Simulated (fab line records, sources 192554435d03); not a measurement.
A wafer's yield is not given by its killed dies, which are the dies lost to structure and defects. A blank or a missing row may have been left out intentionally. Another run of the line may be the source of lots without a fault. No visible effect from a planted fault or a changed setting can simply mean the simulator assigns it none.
Which tool is to blame?    flow n5_finfet    72 wafers from 24 lots sampled at 5 of the route's 1938 steps

## WHAT THE GAUGES READ, wafer by wafer
N5_BEOL_M14_CD_MEAS_10: target cd 250 nm. Usual: cd_nm at 248.7 nm, with a standard deviation of 2.1.
lot   measured      on         cd_nm (nm)         flag
L075  day 11 15:38  cd_sem-01  247.1 249.3 247.0  
L074  day 11 15:59  cd_sem-03  247.5 248.9 249.5  
L076  day 12 04:48  cd_sem-03  251.1 250.9 250.9  
L077  day 12 13:32  cd_sem-02  247.4 247.5 247.9  
L078  day 12 17:55  cd_sem-03  248.7 247.1 246.2  
L080  day 12 22:31  cd_sem-01  245.9 248.5 246.6  
L079  day 13 11:13  cd_sem-02  249.8 250.3 249.1  
L081  day 13 11:59  cd_sem-02  248.2 245.8 249.2  
L083  day 13 18:25  cd_sem-02  249.8 246.8 250.4  
L082  day 13 22:02  cd_sem-03  250.9 249.5 251.6  
L084  day 14 09:38  cd_sem-02  246.3 245.3 247.8  
L085  day 14 12:34  cd_sem-03  251.4 251.1 250.2  
L086  day 14 16:14  cd_sem-03  250.3 249.3 250.0  
L089  day 15 06:13  cd_sem-01  249.6 248.6 248.6  
L088  day 15 06:39  cd_sem-01  249.3 248.8 248.4  
L087  day 15 06:55  cd_sem-01  249.8 248.9 246.7  
L091  day 15 07:52  cd_sem-01  247.8 247.6 246.8  
L090  day 15 08:25  cd_sem-03  251.7 248.6 250.6  
L092  day 16 05:16  cd_sem-03  246.3 246.7 245.2  
L094  day 16 09:32  cd_sem-03  248.2 250.7 252.1  
L093  day 16 10:47  cd_sem-02  249.8 250.6 250.7  
L096  day 17 01:17  cd_sem-03  251.5 249.5 251.3  
L095  day 17 01:59  cd_sem-03  249.1 247.4 245.5  
L097  day 17 15:56  cd_sem-03  247.2 245.9 243.4  

N5_BEOL_M14_OCD_MEAS_35. Usual: trench_depth_nm at 562 nm, with a standard deviation of 13.
lot   measured      on      trench_depth_nm (nm)  flag
L075  day 11 17:11  ocd-02  557 563 563           
L074  day 11 17:41  ocd-02  557 568 560           
L076  day 12 06:22  ocd-02  557 570 549           
L077  day 12 15:14  ocd-01  563 563 553           
L078  day 12 19:28  ocd-02  552 569 586           
L080  day 13 00:10  ocd-02  565 553 561           
L079  day 13 12:58  ocd-02  550 565 562           
L081  day 13 13:32  ocd-01  581 553 572           
L083  day 13 20:05  ocd-01  583 573 585           
L082  day 13 23:56  ocd-01  568 585 582           
L084  day 14 11:28  ocd-02  573 582 583           
L085  day 14 14:23  ocd-01  554 557 526           
L086  day 14 18:01  ocd-01  560 565 564           
L089  day 15 08:32  ocd-02  569 559 587           
L088  day 15 08:34  ocd-01  552 557 537           
L087  day 15 08:55  ocd-02  547 572 584           
L091  day 15 09:44  ocd-01  558 559 556           
L090  day 15 10:19  ocd-01  555 560 559           
L092  day 16 06:55  ocd-01  541 565 540           
L094  day 16 11:21  ocd-01  555 554 559           
L093  day 16 12:29  ocd-01  584 578 584           
L096  day 17 03:02  ocd-01  546 574 573           
L095  day 17 03:32  ocd-02  576 564 575           
L097  day 17 18:04  ocd-02  557 554 556           

N5_BEOL_M14_THK_MEAS_50: measures by xrf. Usual: M14_THK 557 nm, standard deviation 14.
lot   measured      on             M14_THK (nm)  flag
L075  day 11 22:50  film_metro-02  550 559 556   
L074  day 12 00:28  film_metro-02  551 564 557   
L076  day 12 11:53  film_metro-01  553 563 542   
L077  day 12 17:23  film_metro-02  555 556 544   
L078  day 12 21:35  film_metro-01  546 561 579   
L080  day 13 03:52  film_metro-01  548 540 544   
L079  day 13 17:01  film_metro-02  542 554 552   
L081  day 13 19:34  film_metro-01  571 542 563   
L083  day 13 23:16  film_metro-02  572 563 574   
L082  day 14 03:15  film_metro-02  561 572 572   
L084  day 14 15:56  film_metro-01  566 580 582   
L085  day 14 16:14  film_metro-01  550 553 521   
L086  day 14 19:46  film_metro-01  568 571 570   
L089  day 15 12:27  film_metro-02  569 555 587   
L088  day 15 12:37  film_metro-02  547 549 532   
L087  day 15 12:45  film_metro-01  542 566 573   
L091  day 15 12:53  film_metro-02  553 551 548   
L090  day 15 13:49  film_metro-02  546 554 547   
L092  day 16 09:49  film_metro-01  542 566 540   
L094  day 16 13:38  film_metro-02  553 559 557   
L093  day 16 14:46  film_metro-01  584 575 584   
L096  day 17 06:01  film_metro-02  538 569 567   
L095  day 17 06:11  film_metro-01  568 557 569   
L097  day 18 00:25  film_metro-01  557 553 559   

## WHICH TOOL RAN EACH LOT (tool, then ch and the chambers of the sampled wafers, then the start)
lot   N5_BEOL_M14_STRIP_64                           N5_BEOL_M14_SPUTTER_44
L075  rie_diel-02 ch 0,3, day 11 17:11 or earlier    pvd_sputter-01, day 11 20:49
L074  rie_diel-02 ch 1,3, day 11 17:41 or earlier    pvd_sputter-02, day 11 22:20
L076  rie_diel-03 ch 1,2, day 12 06:22 or earlier    pvd_sputter-03, day 12 10:55
L077  rie_diel-02 ch 1,3, day 12 15:14 or earlier    pvd_sputter-01, day 12 16:25
L078  rie_diel-03 ch 1,2, day 12 19:28 or earlier    pvd_sputter-01, day 12 20:02
L080  rie_diel-05 ch 0,3, day 13 00:10 or earlier    pvd_sputter-02, day 13 02:53
L079  rie_diel-03 ch 2,3, day 13 12:58 or earlier    pvd_sputter-01, day 13 16:02
L081  rie_diel-03 ch 2,3, day 13 13:32 or earlier    pvd_sputter-01, day 13 18:35
L083  rie_diel-02 ch 0,2,3, day 13 20:05 or earlier  pvd_sputter-01, day 13 22:16
L082  rie_diel-03 ch 0,1, day 13 23:56 or earlier    pvd_sputter-03, day 14 01:35
L084  rie_diel-03 ch 0,2,3, day 14 11:28 or earlier  pvd_sputter-02, day 14 14:56
L085  rie_diel-02 ch 1,3, day 14 14:23 or earlier    pvd_sputter-03, day 14 15:16
L086  rie_diel-02 ch 1,2,3, day 14 18:01 or earlier  pvd_sputter-01, day 14 18:47
L089  rie_diel-05 ch 0,1,3, day 15 08:32 or earlier  pvd_sputter-02, day 15 11:25
L088  rie_diel-02 ch 1,2, day 15 08:34 or earlier    pvd_sputter-01, day 15 11:26
L087  rie_diel-05 ch 0,1, day 15 08:55 or earlier    pvd_sputter-03, day 15 11:46
L091  rie_diel-05 ch 2,3, day 15 09:44 or earlier    pvd_sputter-02, day 15 11:49
L090  rie_diel-02 ch 1,2,3, day 15 10:19 or earlier  pvd_sputter-02, day 15 12:34
L092  rie_diel-02 ch 0,2,3, day 16 06:55 or earlier  pvd_sputter-01, day 16 08:09
L094  rie_diel-05 ch 2,3, day 16 11:21 or earlier    pvd_sputter-02, day 16 12:33
L093  rie_diel-05 ch 0,2,3, day 16 12:29 or earlier  pvd_sputter-02, day 16 13:47
L096  rie_diel-05 ch 1,2, day 17 03:02 or earlier    pvd_sputter-02, day 17 04:43
L095  rie_diel-05 ch 0,2, day 17 03:32 or earlier    pvd_sputter-01, day 17 04:45
L097  rie_diel-03 ch 0,2,3, day 17 18:04 or earlier  pvd_sputter-03, day 17 23:05
- N5_BEOL_M14_STRIP_64: strips in O2.
- N5_BEOL_M14_SPUTTER_44: material Ta, target thk 15 nm, time 24.19 s.

## AS READ BY THE TOOLS THEMSELVES (means over the sampled wafers that have a number; for cases with no such wafer, the mark the record gives instead)
N5_BEOL_M14_STRIP_64. Usual: drypump_motor_current_A 5.9 A, standard deviation 0.4; oes_product_au 0.83 a.u., standard deviation 0.096; rf_vpp_V 3.7 V, standard deviation 0.49; showerhead_plenum_p_Torr 2.07 Torr, standard deviation 0.074; throttle_valve_pct 16.56 %, standard deviation 0.19.
lot   tool         drypump_motor_current_A (A)  oes_product_au (a.u.)  rf_vpp_V (V)  showerhead_plenum_p_Torr (Torr)  throttle_valve_pct (%)  flag
L075  rie_diel-02  6.2                          0.76                   3.8           1.94                             16.74                   
L074  rie_diel-02  5.6                          0.75                   4.0           2.11                             16.61                   
L076  rie_diel-03  5.7                          0.88                   3.6           2.06                             16.39                   
L077  rie_diel-02  5.6                          0.74                   3.7           2.11                             16.63                   
L078  rie_diel-03  5.8                          0.87                   3.2           2.06                             16.41                   
L080  rie_diel-05  6.0                          0.89                   3.7           2.16                             16.53                   
L079  rie_diel-03  5.6                          0.84                   3.7           2.04                             16.31                   
L081  rie_diel-03  5.6                          0.84                   3.9           2.04                             16.32                   
L083  rie_diel-02  6.1                          0.79                   3.9           1.99                             16.71                   
L082  rie_diel-03  6.3                          0.80                   4.0           2.08                             16.67                   
L084  rie_diel-03  5.9                          0.85                   3.9           2.04                             16.43                   
L085  rie_diel-02  5.7                          0.74                   3.6           2.06                             16.69                   
L086  rie_diel-02  5.7                          0.77                   3.8           2.07                             16.66                   
L089  rie_diel-05  5.8                          0.94                   3.5           2.15                             16.54                   
L088  rie_diel-02  5.5                          0.73                   4.0           2.12                             16.63                   
L087  rie_diel-05  5.6                          0.93                   3.4           2.16                             16.44                   
L091  rie_diel-05  5.8                          0.87                   3.9           2.06                             16.44                   
L090  rie_diel-02  5.7                          0.77                   3.3           2.07                             16.69                   
L092  rie_diel-02  6.0                          0.76                   3.5           1.98                             16.74                   
L094  rie_diel-05  6.2                          0.89                   3.7           2.10                             16.53                   
L093  rie_diel-05  5.9                          0.88                   3.6           2.11                             16.44                   
L096  rie_diel-05  5.4                          0.84                   3.9           2.06                             16.52                   
L095  rie_diel-05  5.6                          0.84                   3.4           2.06                             16.38                   
L097  rie_diel-03  5.9                          0.89                   3.7           2.04                             16.33                   

N5_BEOL_M14_SPUTTER_44. Usual: throttle_valve_pct at 29.9 %, with a standard deviation of 1.2.
lot   tool            throttle_valve_pct (%)  flag
L075  pvd_sputter-01  30.0                    
L074  pvd_sputter-02  29.6                    
L076  pvd_sputter-03  28.8                    
L077  pvd_sputter-01  29.8                    
L078  pvd_sputter-01  29.7                    
L080  pvd_sputter-02  29.6                    
L079  pvd_sputter-01  30.7                    
L081  pvd_sputter-01  30.3                    
L083  pvd_sputter-01  30.6                    
L082  pvd_sputter-03  29.4                    
L084  pvd_sputter-02  30.6                    
L085  pvd_sputter-03  30.0                    
L086  pvd_sputter-01  29.6                    
L089  pvd_sputter-02  30.2                    
L088  pvd_sputter-01  30.2                    
L087  pvd_sputter-03  29.6                    
L091  pvd_sputter-02  30.6                    
L090  pvd_sputter-02  29.6                    
L092  pvd_sputter-01  30.4                    
L094  pvd_sputter-02  29.3                    
L093  pvd_sputter-02  29.5                    
L096  pvd_sputter-02  29.6                    
L095  pvd_sputter-01  29.4                    
L097  pvd_sputter-03  29.4                    

## THE ANSWER, worked out from the rows above alone
Rule: lot off if the mean of its wafers having a number is beyond 3 standard deviations from the usual mean. A lot without any number at a reading at which 4 lots or more have one is off too. All remaining lots with rows at the step are treated as sound. After the gauges, taken in route order, come the tools' own readings; for these a lot's mean is taken, as printed above. At the first step where some lot is off, the reading lying furthest off is the one used; lots without a number count as furthest.
No lot is off on any of the readings shown, so nothing can be concluded from this.

## WHAT HAD BEEN PUT IN BY THE SIMULATOR
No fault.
